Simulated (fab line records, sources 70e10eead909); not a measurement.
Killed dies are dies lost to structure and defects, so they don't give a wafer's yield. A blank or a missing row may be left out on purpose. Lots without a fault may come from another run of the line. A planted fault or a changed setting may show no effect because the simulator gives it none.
Chamber matching | flow nand_harc | NHARC_P_M2_DESCUM_14 on rie_diel-11: 4 sister chambers
The step chemistry O2, time 3 s. 4 wafers are shown with their chamber, then 8 later ones without.

WAFERS WITH THEIR CHAMBER
wafer  | chamber | showerhead_plenum_p_Torr (Torr)
L074.5 | 3       | 2.07
L091.1 | 0       | 1.91
L091.6 | 2       | 2.04
L092.3 | 1       | 1.87

WAFERS WITHOUT THEIR CHAMBER
wafer  | showerhead_plenum_p_Torr (Torr)
L092.4 | 1.91
L092.5 | 2.03
L094.4 | 1.87
L094.5 | 1.87
L094.6 | 1.91
L096.1 | 1.91
L096.4 | 1.87
L096.5 | 2.06

WHICH CHAMBER EACH WENT THROUGH
wafer  | from the rows above | in truth
L092.4 | 0                   | 0
L092.5 | 2                   | 2
L094.4 | 1                   | 1
L094.5 | 1                   | 1
L094.6 | 0                   | 0
L096.1 | 0                   | 0
L096.4 | 1                   | 1
L096.5 | 3                   | 3
Placed correctly: 8 of 8. Can't be placed from these rows: 0. Placed wrongly: 0.
How it was worked out, from the rows above alone: a wafer's distance from a chamber is the root of the sum, over the readings, of the square of ((its reading less the chamber's mean) divided by the reading's scatter). The wafer belongs to the nearest chamber; if the next one is less than 2 further off, it can't be placed. A chamber's mean is the mean of its shown wafers. The scatter: with one shown wafer a chamber, the root of the mean of the squares of how far each hidden wafer lies from its nearest shown one.
